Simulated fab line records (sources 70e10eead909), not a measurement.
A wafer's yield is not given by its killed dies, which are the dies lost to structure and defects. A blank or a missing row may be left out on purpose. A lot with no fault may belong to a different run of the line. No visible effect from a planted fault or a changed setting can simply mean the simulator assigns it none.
fab line records | flow nand-harc
[record] lots = 13 wafers = 39 last-day = 33
route steps=1302 shown P_GATE@132 END@1302
lots that met no fault: taken from a fault-free run of the same line
start-h: start of the lot's first displayed wafer, in hours after the record's first day | wait-h: hours from the lot's prior step to this one | " unchanged from the row above | L1.1+2: one row covering several wafers at once | - either no value or no given start | * or withheld: withheld | < > ~ a bound
route shown NAME@n: names a module that has steps shown in the file, with the first one's number in the route | usual: mean and standard deviation over wafers with no fault | same: alike in all rows | chamber/n: place in a boat | sites: per-site readings | _std_site: standard deviation of those values | _edge_site: outer sites' mean less inner sites' | radius-mm: for every site, how far away it sits from the centre of the wafer | mask NAME#n: copy n | behind: the most recent tool/chamber to have shaped the wafer | hold: why the lot was held/for how many hours/how that ended | device: transistor that didn't switch, given as n, p or np | end of line: the route-end tests of the same wafers | a step given without rows: its recipe and nothing more | killed: dies lost to structure and defects at the first sort, not the wafer's yield | map: the dies of a wafer, with x for killed, . for not killed, _ for no die there
set.NAME: the setting the step ran with; set.NAME@STEP: the setting that earlier step ran with | model.NAME: the simulator's own value behind a step, which no gauge read
a sample of lots followed through the steps of the route, with each step as a table and each wafer as a row
services: when a tool's chamber went out of use (start-h, in hours from the record's first day, below 0 if earlier), for how many hours, and the reason
[[steps]]
[step NHARC_P_GATE_DEP_103]
[recipe] target-thk-a = 300 target-thk-nm = 30 temp-c = 400 flow-sccm = 200 rf-w = 350 material = SiON
[usual] heater-power-w = 749/89
// columns lot.wafer tool chamber start-h wait-h heater-power-w
L773.1 pecvd-01 2 95.38 0.6 535
L773.6 " 2 " " 536
L773.5 " 0 " " 732
L774.2 pecvd-01 2 108.84 0.5 597
L774.5 " 0 " " 794
L774.4 " 2 " " 596
L776.3 pecvd-04 1 127.06 0.4 835
L776.4 " 1 " " 841
L776.5 " 2 " " 756
L778.1 pecvd-04 1 147.17 0.6 833
L778.3 " 2 " " 732
L778.2 " 0 " " 709
L779.2 pecvd-04 0 160.26 0.4 636
L779.3 " 1 " " 780
L779.5 " 0 " " 605
L782.2 pecvd-04 1 192.97 0.5 834
L782.3 " 2 " " 634
L782.6 " 2 " " 632
L783.3 pecvd-04 1 207.33 0.4 790
L783.5 " 1 " " 765
L783.6 " 2 " " 751
L788.1 pecvd-04 0 253.73 0.6 716
L788.4 " 2 " " 727
L788.5 " 0 " " 727
L790.3 pecvd-01 2 269.65 0.4 666
L790.4 " 2 " " 650
L790.5 " 0 " " 781
L792.1 pecvd-02 2 279.73 0.6 899
L792.5 " 2 " " 892
L792.6 " 0 " " 784
L793.2 pecvd-01 1 293.54 0.5 716
L793.1 " 0 " " 866
L793.5 " 2 " " 640
L795.3 pecvd-02 0 312.78 0.3 798
L795.2 " 1 " " 673
L795.4 " 1 " " 648
L796.3 pecvd-02 2 327.43 0.3 907
L796.2 " 1 " " 676
L796.6 " 0 " " 793
[step NHARC_P_GATE_PEB_24]
[recipe] peb-temp-c = 100 peb-time-s = 65
// columns lot.wafer tool chamber start-h wait-h
L773.1+5+6 litho-track-01 0 96.12 0.1
L774.2+4+5 litho-track-01 0 109.38 0.1
L776.3+4+5 litho-track-04 0 127.51 0.0
L778.1+2+3 litho-track-04 0 147.77 0.1
L779.2+3+5 litho-track-04 0 160.82 0.1
L782.2+3+6 litho-track-01 0 193.42 0.1
L783.3+5+6 litho-track-01 0 207.78 0.0
L788.1+4+5 litho-track-04 0 254.28 0.1
L790.3+4+5 litho-track-06 0 270.10 0.0
L792.1+5+6 litho-track-06 0 280.30 0.1
L793.1+2+5 litho-track-04 0 294.14 0.1
L795.2+3+4 litho-track-06 0 313.38 0.1
L796.2+3+6 litho-track-06 0 328.04 0.1
[step NHARC_P_GATE_CD_MEAS_26]
[recipe] target-cd-nm = 120 landing-energy-ev = 500
[usual] cd-nm = 120.0/0.73
// columns lot.wafer tool chamber start-h wait-h cd-nm
L773.1 cd-sem-02 0 96.20 - 119.6
L773.5 " 0 " " 120.4
L773.6 " 0 " " 119.8
L774.2 cd-sem-03 0 109.46 - 118.8
L774.4 " 0 " " 119.7
L774.5 " 0 " " 119.2
L776.3 cd-sem-03 0 127.59 - 119.8
L776.4 " 0 " " 120.5
L776.5 " 0 " " 119.5
L778.1 cd-sem-03 0 147.85 - 119.5
L778.2 " 0 " " 121.4
L778.3 " 0 " " 119.7
L779.2 cd-sem-03 0 160.90 - 120.1
L779.3 " 0 " " 120.8
L779.5 " 0 " " 120.6
L782.2 cd-sem-03 0 193.50 - 111.0
L782.3 " 0 " " 112.5
L782.6 " 0 " " 111.5
L783.3 cd-sem-03 0 207.86 - 111.7
L783.5 " 0 " " 113.2
L783.6 " 0 " " 112.9
L788.1 cd-sem-03 0 254.36 - 121.1
L788.4 " 0 " " 121.3
L788.5 " 0 " " 120.2
L790.3 cd-sem-01 0 270.19 - 119.7
L790.4 " 0 " " 119.9
L790.5 " 0 " " 119.5
L792.1 cd-sem-03 0 280.38 - 120.0
L792.5 " 0 " " 120.8
L792.6 " 0 " " 120.8
L793.1 cd-sem-02 0 294.23 - 119.7
L793.2 " 0 " " 120.7
L793.5 " 0 " " 120.2
L795.2 cd-sem-02 0 313.47 - 120.7
L795.3 " 0 " " 120.2
L795.4 " 0 " " 120.9
L796.2 cd-sem-03 0 328.12 - 120.4
L796.3 " 0 " " 120.3
L796.6 " 0 " " 120.6
[step NHARC_P_GATE_OVL_MEAS_27]
[usual] overlay-x-nm = -0.2/0.92 overlay-y-nm = -0.2/0.77
// columns lot.wafer tool chamber start-h wait-h overlay-x-nm overlay-y-nm
L773.1 overlay-02 - 96.29 - -0.7 -0.5
L773.5 " - " " -0.1 -0.3
L773.6 " - " " -0.4 -0.1
L774.2 overlay-01 - 109.54 - 0.0 -0.7
L774.4 " - " " 0.0 -0.8
L774.5 " - " " 0.1 -0.2
L776.3 overlay-02 - 127.67 - 0.5 -0.3
L776.4 " - " " 0.7 0.2
L776.5 " - " " 0.8 -0.1
L778.1 overlay-02 - 147.93 - 1.5 0.2
L778.2 " - " " 1.3 0.1
L778.3 " - " " 1.7 0.3
L779.2 overlay-02 - 160.99 - 0.0 -0.8
L779.3 " - " " -0.3 -0.6
L779.5 " - " " 0.1 -0.4
L782.2 overlay-02 - 193.59 - -0.7 1.9
L782.3 " - " " -0.7 2.0
L782.6 " - " " -1.0 2.0
L783.3 overlay-02 - 207.94 - 1.1 -0.4
L783.5 " - " " 0.8 0.0
L783.6 " - " " 0.8 -0.6
L788.1 overlay-02 - 254.44 - -0.9 0.0
L788.4 " - " " 0.0 0.0
L788.5 " - " " -0.7 -0.8
L790.3 overlay-01 - 270.27 - -0.2 1.6
L790.4 " - " " 0.1 0.8
L790.5 " - " " -0.4 1.6
L792.1 overlay-02 - 280.47 - 0.4 -1.1
L792.5 " - " " -0.7 -1.5
L792.6 " - " " -0.1 -1.8
L793.1 overlay-02 - 294.32 - -1.2 0.1
L793.2 " - " " -1.1 0.2
L793.5 " - " " -0.6 0.0
L795.2 overlay-01 - 313.55 - -1.5 0.2
L795.3 " - " " -1.3 0.2
L795.4 " - " " -1.0 0.6
L796.2 overlay-02 - 328.20 - 0.9 -0.7
L796.3 " - " " 1.1 -0.5
L796.6 " - " " 1.1 0.2
[step NHARC_P_GATE_ETCH_114]
[recipe] target-depth-a = 300 overetch-a = 30 time-s = 16.5 ion-energy-ev = 100 cf4-flow-sccm = 80 o2-flow-sccm = 20 ar-flow-sccm = 0 rf-w = 300 bias-w = 100 chemistry = CF4/O2
[usual] drypump-motor-current-A = 5.6/0.55 oes_f_703_au = 1.000/0.0048 oes-product-au = 1.000/0.012 rf-vpp-V = 198.1/1.4 showerhead-plenum-p-Torr = 1.35/0.052 throttle-valve-pct = 13.397/0.0089
// columns lot.wafer tool chamber start-h wait-h drypump-motor-current-A oes_f_703_au oes-product-au rf-hours-counter-h rf-vpp-V showerhead-plenum-p-Torr throttle-valve-pct
L773.1 rie-diel-07 2 - - 6.0 0.999 0.992 7.6 199.2 1.43 13.384
L773.6 " 3 " " 6.5 0.998 1.011 - 196.5 1.31 13.391
L773.5 " 0 " " 6.6 0.994 0.981 - 197.3 1.33 13.398
L774.2 rie-diel-05 0 - - 5.3 1.006 0.990 3.5 197.2 1.35 13.399
L774.4 " 2 " " 5.2 1.001 0.986 4.4 198.1 1.35 13.396
L774.5 " 0 " " 5.4 1.002 1.005 - 198.4 1.35 13.391
L776.3 rie-diel-12 1 - - 5.7 0.998 1.017 2.1 199.7 1.38 13.389
L776.5 " 0 " " 5.0 0.998 1.014 - 199.0 1.43 13.385
L776.4 " 1 " " 5.6 1.002 1.019 - 198.1 1.38 13.398
L778.1 rie-diel-12 2 - - 5.7 0.999 0.995 2.7 199.7 1.43 13.396
L778.2 " 3 " " 4.6 1.003 1.009 1.6 196.3 1.29 13.407
L778.3 " 1 " " 5.6 1.000 1.018 2.9 198.6 1.38 13.404
L779.3 rie-diel-05 1 - - 5.6 1.011 0.995 8.3 195.4 1.27 13.393
L779.2 " 3 " " 5.8 1.002 1.012 7.6 198.1 1.35 13.419
L779.5 " 3 " " 5.8 1.001 1.014 - 198.0 1.35 13.385
L782.3 rie-diel-12 3 - - 4.6 1.010 1.016 4.8 196.3 1.29 13.395
L782.2 " 0 " " 5.0 0.999 1.009 6.0 200.1 1.43 13.400
L782.6 " 2 " " 5.7 0.991 0.996 - 198.1 1.43 13.379
L783.3 rie-diel-07 0 - - 6.7 1.001 0.982 3.6 196.3 1.33 13.400
L783.5 " 2 " " 6.0 0.989 1.013 - 199.2 1.43 13.408
L783.6 " 3 " " 6.5 1.008 0.995 - 197.8 1.31 13.395
L788.4 rie-diel-07 2 - - 6.0 1.005 1.006 7.5 198.3 1.43 13.386
L788.1 " 0 " " 6.6 0.998 0.992 6.3 198.3 1.33 13.391
L788.5 " 2 " " 6.0 0.996 1.003 - 199.9 1.43 13.400
L790.4 rie-diel-07 3 - - 6.5 1.003 0.999 8.0 196.6 1.31 13.391
L790.3 " 0 " " 6.7 1.001 0.986 7.0 199.1 1.33 13.413
L790.5 " 1 " " 5.1 1.002 0.995 - 197.2 1.32 13.396
L792.1 rie-diel-05 0 - - 5.4 0.995 0.997 2.2 198.4 1.35 13.410
L792.5 " 0 " " 5.3 1.003 1.007 - 198.3 1.35 13.413
L792.6 " 1 " " 5.6 1.000 1.010 - 195.7 1.27 13.387
L793.1 rie-diel-05 0 - - 5.4 0.998 0.995 2.6 199.2 1.35 13.399
L793.2 " 1 " " 5.6 0.997 1.002 2.7 197.1 1.27 13.399
L793.5 " 2 " " 5.2 1.001 0.978 - 198.7 1.35 13.409
L795.2 rie-diel-05 1 - - 5.6 1.002 1.011 5.4 195.7 1.27 13.389
L795.4 " 3 " " 5.8 1.004 1.003 5.5 198.7 1.35 13.391
L795.3 " 0 " " 5.3 1.003 1.002 4.4 197.8 1.35 13.395
L796.3 rie-diel-07 0 - - 6.7 0.998 1.004 3.1 198.2 1.33 13.401
L796.2 " 1 " " 5.1 0.995 0.987 3.6 196.5 1.31 13.402
L796.6 " 0 " " 6.7 1.000 0.992 - 197.2 1.33 13.390
[step NHARC_END_SORT_01]
[recipe] temp-c = 25
[usual] killed-at-array = 55/19 killed-at-other = 0.8/1.1 killed-at-periphery = 4.0/2.6 killed-dies = 60/20 killed-open = 3.4/1.7 killed-short = 2.6/1.5
[same] gross-dies = 677
// columns lot.wafer tool chamber start-h wait-h killed-at-array killed-at-other killed-at-periphery killed-dies killed-open killed-short
L783.5 prober-02 0 677.87 3.8 51 0 7 58 3 6
// killed by level:class
L783.5 A_CHANNEL_HOLE_D1:chamber-film-flake=29 A_STAIRCASE:chamber-film-flake=10 A_CHANNEL_FILL_D2:geometric-particle:short=2 P_GATE:chamber-film-flake=2 P_M2:chamber-film-flake=2 A_CHANNEL_HOLE_D2:chamber-film-flake=2 A_WL_FILL:chamber-film-flake=2 P_GATE:geometric-particle:open=1
[[services]]
// columns tool chamber start-h hours kind
pecvd-04 - 88.12 13.0 pm
rie-diel-12 - 91.50 9.0 pm
rie-diel-07 - 117.22 9.0 pm
rie-diel-12 3 119.41 12.6 repair
pecvd-01 1 119.52 16.4 repair
rie-diel-05 3 123.40 7.5 repair
pecvd-01 - 130.12 13.0 pm
rie-diel-12 0 144.59 5.2 repair
litho-track-01 - 155.00 7.0 pm
rie-diel-05 2 155.53 7.6 repair
pecvd-04 2 157.27 12.5 repair
rie-diel-12 2 171.94 7.2 repair
litho-track-06 - 179.00 7.0 pm
litho-track-04 - 203.00 7.0 pm
rie-diel-05 - 229.60 9.0 pm
pecvd-04 - 269.12 13.0 pm
rie-diel-05 - 289.06 3.4 repair
rie-diel-07 - 294.22 9.0 pm
pecvd-01 2 308.65 4.2 repair
pecvd-01 - 311.45 13.0 pm
pecvd-04 - 313.03 0.6 repair
pecvd-04 - 319.65 0.9 repair
pecvd-04 1 322.90 18.7 repair
rie-diel-07 2 322.94 11.5 repair
[[key]]
[first-sign] step = NHARC_P_GATE_CD_MEAS_26 reading = cd-nm direction = down sigmas = 11 usual = 120.0 struck = 112.1
effect none on later readings
met-at NHARC_P_GATE_PEB_24
struck-lots L782,L783
rows-end L782.3,L782.6
tester-left-out L782,L783
not-acting-at NHARC_P_GATE_DEP_103,NHARC_P_GATE_OVL_MEAS_27,NHARC_P_GATE_ETCH_114
onset-between 109.38 193.42
[fault] kind = process-parameter-drift tool = litho-track-01 chamber = - onset-h = 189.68 steps = NHARC_P_GATE_PEB_24 channel = peb-time-s offset = * shape = step acts-in = * stated = *
// tester-left-out: of these lots the tester's yield and bins aren't shown, on N5 and GAA mostly nor the transistor test; their killed dies are dies lost to structure and defects alone, not to doping, threshold or leakage, so they don't give the yield
// rows-end: these wafers met a further fault down the route, and their rows from its step on are left out
